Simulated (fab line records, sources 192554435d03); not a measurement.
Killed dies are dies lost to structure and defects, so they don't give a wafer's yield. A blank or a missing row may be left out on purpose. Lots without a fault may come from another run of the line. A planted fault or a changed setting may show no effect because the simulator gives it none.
Split-lot experiment | flow n5_finfet | 7 lots, 21 wafers read, on a route of 1938 steps

THE SPLIT
At N5_BEOL_M15_COAT_22 (resist thk 800 nm), the setting spin_rpm was moved away from the recipe's 1704 rpm on 11 of the 21 wafers read, by -7.8% to -3.0%. The other wafers ran this setting at the recipe's value.

FROM THE SPLIT TO THE READING: what the file shows between them, 5 steps
- N5_BEOL_M15_PEB_26: peb time 90 s (also split here: peb_temp_c)
- N5_BEOL_M15_DEVELOP_27: develop time 45 s
- N5_BEOL_M15_HARDBAKE_32: time 120 s
- N5_BEOL_M15_CD_MEAS_28: target cd 407.6 nm
- N5_BEOL_M15_DESCUM_33: chemistry O2, time 7.9 s

THE READING
coat_of_BEOL_M15_COAT_22.thk_nm (the simulator's own value, which no gauge read), in nm, at N5_BEOL_M15_ETCH_61 (etches BARC in N2/H2, target depth 89 nm, overetch 26.7 nm, time 67.9 s). The file gives no usual value for it. The 10 wafers here that ran the recipe average 718.8 nm, standard deviation 2.2 nm.

wafer  | tool, chamber at the split | spin_rpm as run, rpm | against the recipe | coat_of_BEOL_M15_COAT_22.thk_nm, nm | against lot-mates on the recipe
L079.2 | litho_track-05, 0          | 1704                 | recipe             | 719                                 | -
L079.4 | litho_track-05, 0          | 1704                 | recipe             | 721                                 | -
L079.5 | litho_track-05, 0          | 1704                 | recipe             | 718.6                               | -
L081.3 | litho_track-04, 0          | 1649                 | -3.2%              | 732                                 | no lot-mate on the recipe
L081.4 | litho_track-04, 0          | 1649                 | -3.2%              | 730                                 | no lot-mate on the recipe
L081.5 | litho_track-04, 0          | 1649                 | -3.2%              | 731.4                               | no lot-mate on the recipe
L082.1 | litho_track-05, 0          | 1613                 | -5.3%              | 741.8                               | no lot-mate on the recipe
L082.4 | litho_track-05, 0          | 1613                 | -5.3%              | 742.8                               | no lot-mate on the recipe
L082.5 | litho_track-05, 0          | 1613                 | -5.3%              | 743                                 | no lot-mate on the recipe
L083.1 | litho_track-04, 0          | 1571                 | -7.8%              | 753.4                               | +33.4
L083.3 | litho_track-04, 0          | 1571                 | -7.8%              | 751                                 | +31.0
L083.5 | litho_track-04, 0          | 1704                 | recipe             | 720                                 | -
L088.2 | litho_track-05, 0          | 1704                 | recipe             | 714                                 | -
L088.3 | litho_track-05, 0          | 1704                 | recipe             | 719.8                               | -
L088.6 | litho_track-05, 0          | 1704                 | recipe             | 716.6                               | -
L091.3 | litho_track-02, 0          | 1704                 | recipe             | 722.2                               | -
L091.4 | litho_track-02, 0          | 1653                 | -3.0%              | 731                                 | +8.8
L091.6 | litho_track-02, 0          | 1653                 | -3.0%              | 735.6                               | +13.4
L089.4 | litho_track-04, 0          | 1704                 | recipe             | 718.2                               | -
L089.5 | litho_track-04, 0          | 1704                 | recipe             | 718.4                               | -
L089.6 | litho_track-04, 0          | 1621                 | -4.9%              | 737                                 | +18.7

THE FIT
A straight line over all 21 wafers: coat_of_BEOL_M15_COAT_22.thk_nm changes by -4.28 nm for each +1% of spin_rpm; r = -0.98; the points scatter about the line by 2.1 nm.
The same after taking each lot's own level away (the mean of its wafers on the recipe; 15 wafers): -4.06 nm for each +1%; r = -0.99; scatter 1.7 nm.
On that fit, the largest move of spin_rpm shifts the reading by 32 nm.
The lots' own levels span 716.80 to 722.20 nm, that is 2.5 times the standard deviation above.
So the lot-to-lot level changes the slope little: the two slopes agree.
Check: with one of the wafers moved furthest among these (-7.8%) left out of the fit, the line predicts +30.4 nm for it against its lot-mates. It came out at +33.4 nm against them.

OTHER SPLITS ON THESE WAFERS
These wafers also went through other splits before the reading. Each is held against what the fit with the lots' levels taken away leaves over:
other split on the same wafers | wafers away from the commonest value | r with coat_of_BEOL_M15_COAT_22.thk_nm (lot level and that fit taken away)
N5_BEOL_M11_COAT_63 spin_rpm   | 10                                   | -0.11
N5_BEOL_M11_VIA_ETCH_34 time_s | 8                                    | +0.00
N5_BEOL_M11_ETCH_41 time_s     | 7                                    | +0.03
N5_BEOL_M13_COAT_58 spin_rpm   | 6                                    | -0.13
N5_BEOL_M13_ETCH_59 time_s     | 5                                    | +0.02
N5_BEOL_M15_PEB_26 peb_temp_c  | 6                                    | -0.10

THE WHOLE CHAIN: every reading that the file lists as answering this split, in the file's order
step                | what it does                                                            | reading                                                                          | change (the file's fit)              | r (the file's)
N5_BEOL_M15_COAT_22 | resist thk 800 nm                                                       | coat_of_BEOL_M15_COAT_22.thk_nm (the simulator's own value, which no gauge read) | -4.38 nm for each +1% of the setting | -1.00
N5_BEOL_M15_ETCH_61 | etches BARC in N2/H2, target depth 89 nm, overetch 26.7 nm, time 67.9 s | coat_of_BEOL_M15_COAT_22.thk_nm (the simulator's own value, which no gauge read) | -4.01 nm for each +1% of the setting | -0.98

THE FILE'S OWN FIT
coat_of_BEOL_M15_COAT_22.thk_nm changes by -4.01 nm for each +1% of spin_rpm, r = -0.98.
